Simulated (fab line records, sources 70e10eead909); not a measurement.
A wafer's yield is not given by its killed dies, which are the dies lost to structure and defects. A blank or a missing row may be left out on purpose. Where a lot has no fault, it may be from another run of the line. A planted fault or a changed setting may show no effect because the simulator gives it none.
What tool caused it? | flow nand harc | 13 lots with 37 wafers sampled at 5 steps, on a route of 1159 steps

== WHAT THE GAUGES SHOWED, per wafer ==
NHARC_A_CONTACT_CD_MEAS_15. Usual: cd nm at 90.0 nm, with a standard deviation of 0.54.
lot  | measured     | on        | cd nm (nm)     | flag
L552 | day 17 03:16 | cd sem-03 | 90.3 90.7 90.5 |
L553 | day 17 02:23 | cd sem-02 | 90.2 89.7 90.0 |
L554 | day 17 04:34 | cd sem-01 | 91.4 90.7 90.6 |
L555 | day 17 05:13 | cd sem-02 | 90.8 90.5 91.0 |
L556 | day 17 21:37 | cd sem-01 | 89.7 89.7 89.6 |
L563 | day 19 14:23 | cd sem-01 | 89.9           |
L565 | day 20 07:29 | cd sem-01 | 89.2 89.1 89.5 |
L567 | day 20 14:48 | cd sem-02 | 89.8 90.3 89.9 |
L566 | day 20 16:07 | cd sem-03 | 89.5 89.8 90.4 |
L564 | day 20 12:07 | cd sem-02 | 90.6           |
L568 | day 21 01:04 | cd sem-03 | 89.4 88.2 90.0 |
L572 | day 21 14:17 | cd sem-03 | 90.3 90.3 90.0 |
L575 | day 23 02:34 | cd sem-01 | 89.4 90.0 89.7 |

NHARC_END_SORT_01. Usual: killed at array 26, standard deviation 11; killed at other 0.4, standard deviation 0.78; killed at periphery 3.4, standard deviation 2.4; killed dies 29, standard deviation 11; killed open 3.1, standard deviation 1.9; killed short 1.9, standard deviation 1.4.
lot  | measured     | on        | killed at array | killed at other | killed at periphery | killed dies | killed open | killed short | flag
L564 | day 24 18:24 | prober-02 | 411 18          | 1 1             | 7 7                 | 419 26      | 6 8         | 0 1          | OFF

== WHICH TOOL RAN EACH LOT (tool, then ch and the chambers of the sampled wafers, then the start) ==
lot  | NHARC_A_WL_FILL_CVD_03        | NHARC_A_BLC_PVD_32                      | NHARC_A_M0_DEGAS_28
L552 | cvd w-01 ch 0,1, day 14 23:07 | pvd sputter-03, day 17 21:19 or earlier | pvd sputter-02, day 17 21:19
L553 | cvd w-02 ch 0,1, day 14 23:34 | pvd sputter-03, day 17 20:42 or earlier | pvd sputter-03, day 17 20:42
L554 | cvd w-02 ch 1, day 15 03:56   | pvd sputter-01, day 17 21:32 or earlier | pvd sputter-03, day 17 21:32
L555 | cvd w-01 ch 0,1, day 15 04:17 | pvd sputter-01, day 17 21:43 or earlier | pvd sputter-01, day 17 21:43
L556 | cvd w-02 ch 0,1, day 15 23:22 | pvd sputter-01, day 18 07:06 or earlier | pvd sputter-03, day 18 07:06
L563 | cvd w-02 ch 0,1, day 17 15:53 | pvd sputter-02, day 19 22:29 or earlier | pvd sputter-02, day 19 22:29
L565 | cvd w-01 ch 0,1, day 18 06:21 | pvd sputter-02, day 20 23:30 or earlier | pvd sputter-02, day 20 23:30
L567 | cvd w-01 ch 0,1, day 18 10:38 | pvd sputter-03, day 21 15:54 or earlier | pvd sputter-03, day 21 15:54
L566 | cvd w-01 ch 0,1, day 18 13:29 | pvd sputter-02, day 21 16:46 or earlier | pvd sputter-02, day 21 16:46
L564 | cvd w-02 ch 0,1, day 18 15:37 | pvd sputter-03, day 21 15:38 or earlier | pvd sputter-03, day 21 15:38
L568 | cvd w-01 ch 0,1, day 19 01:20 | pvd sputter-02, day 21 23:10 or earlier | pvd sputter-02, day 21 23:10
L572 | cvd w-01 ch 0,1, day 19 17:46 | pvd sputter-02, day 22 05:50 or earlier | pvd sputter-03, day 22 05:50
L575 | cvd w-02 ch 0,1, day 21 02:01 | pvd sputter-02, day 23 14:38 or earlier | pvd sputter-01, day 23 14:38
- NHARC_A_WL_FILL_CVD_03: deposits W, target thk 40 nm, time 3302 s.
- NHARC_A_BLC_PVD_32: deposits Ti, target thk 5 nm, time 17.7 s.
- NHARC_A_M0_DEGAS_28: time 60 s.

== WHAT THE TOOLS THEMSELVES READ (means of the sampled wafers that have a number; where no wafer has one, the mark that the record gives instead) ==
NHARC_A_WL_FILL_CVD_03. Usual: heater power outer w 302 W, standard deviation 72; heater power w 509 W, standard deviation 95; throttle valve pct 7.62 %, standard deviation 0.2.
lot  | tool     | heater power outer w (W) | heater power w (W) | throttle valve pct (%) | flag
L552 | cvd w-01 | 285                      | 469                | 7.68                   |
L553 | cvd w-02 | 280                      | 497                | 7.84                   |
L554 | cvd w-02 | 257                      | 479                | 7.75                   |
L555 | cvd w-01 | 291                      | 475                | 7.48                   |
L556 | cvd w-02 | 298                      | 520                | 7.80                   |
L563 | cvd w-02 | 274                      | 498                | 7.70                   |
L565 | cvd w-01 | 289                      | 480                | 7.38                   |
L567 | cvd w-01 | 289                      | 474                | 7.62                   |
L566 | cvd w-01 | 351                      | 564                | 7.57                   |
L564 | cvd w-02 | 282                      | 496                | 7.63                   |
L568 | cvd w-01 | 349                      | 556                | 7.53                   |
L572 | cvd w-01 | 353                      | 566                | 7.30                   |
L575 | cvd w-02 | 269                      | 482                | 7.71                   |

NHARC_A_BLC_PVD_32. Usual: cathode dc power W 5000.1 W, standard deviation 0.88; throttle valve pct 30.0 %, standard deviation 1.1.
lot  | tool           | cathode dc power W (W) | throttle valve pct (%) | flag
L552 | pvd sputter-03 | 5000.1                 | 29.9                   |
L553 | pvd sputter-03 | 4999.1                 | 29.9                   |
L554 | pvd sputter-01 | 5000.0                 | 30.1                   |
L555 | pvd sputter-01 | 4999.9                 | 29.9                   |
L556 | pvd sputter-01 | 5000.2                 | 30.1                   |
L563 | pvd sputter-02 | 5000.8                 | 30.3                   |
L565 | pvd sputter-02 | 5000.3                 | 30.9                   |
L567 | pvd sputter-03 | 5000.5                 | 29.1                   |
L566 | pvd sputter-02 | 5000.1                 | 30.2                   |
L564 | pvd sputter-03 | 5000.7                 | 29.8                   |
L568 | pvd sputter-02 | 5000.4                 | 30.7                   |
L572 | pvd sputter-02 | 5000.0                 | 31.4                   |
L575 | pvd sputter-02 | 4999.8                 | 31.1                   |

NHARC_A_M0_DEGAS_28. Usual: heater power w at 327 W, with a standard deviation of 34.
lot  | tool           | heater power w (W) | flag
L552 | pvd sputter-02 | 323                |
L553 | pvd sputter-03 | 311                |
L554 | pvd sputter-03 | 305                |
L555 | pvd sputter-01 | 362                |
L556 | pvd sputter-03 | 277                |
L563 | pvd sputter-02 | 303                |
L565 | pvd sputter-02 | 322                |
L567 | pvd sputter-03 | 303                |
L566 | pvd sputter-02 | 330                |
L564 | pvd sputter-03 | 335                |
L568 | pvd sputter-02 | 332                |
L572 | pvd sputter-03 | 301                |
L575 | pvd sputter-01 | 366                |

== THE ANSWER, worked out from the rows above alone ==
Rule: take the mean of a lot's wafers that have a number; if it is more than 3 standard deviations from the usual mean, the lot is off. Also off: a lot with no number at a reading for which 4 or more lots have one. Any other lot the step has rows for is counted as sound. After the gauges, taken in route order, come the tools' own readings; for these a lot's mean is taken, as printed above. The first step at which some lot is off is used, and at that step the reading that is off furthest; a lot without a number counts as furthest.
Off: L564 (NHARC_END_SORT_01, killed dies). Neither off nor sound, because the step has no rows for them: L552, L553, L554, L555, L556, L563, L565, L567, L566, L568, L572, L575.
If a tool, at a process step before that reading, ran all the lots that are off and no sound lot after the first of them, it fits. The gauges at NHARC_END_SORT_01 are tried like those tools. NHARC_A_BLC_PVD_32: start missing for some lots; hours and lot order therefore follow NHARC_A_M0_DEGAS_28. Can't be told from this: 3 tools fit, cvd w-02 at NHARC_A_WL_FILL_CVD_03, pvd sputter-03 at NHARC_A_BLC_PVD_32 and NHARC_A_M0_DEGAS_28, prober-02 at NHARC_END_SORT_01.

== WHAT THE SIMULATOR HAD PUT IN ==
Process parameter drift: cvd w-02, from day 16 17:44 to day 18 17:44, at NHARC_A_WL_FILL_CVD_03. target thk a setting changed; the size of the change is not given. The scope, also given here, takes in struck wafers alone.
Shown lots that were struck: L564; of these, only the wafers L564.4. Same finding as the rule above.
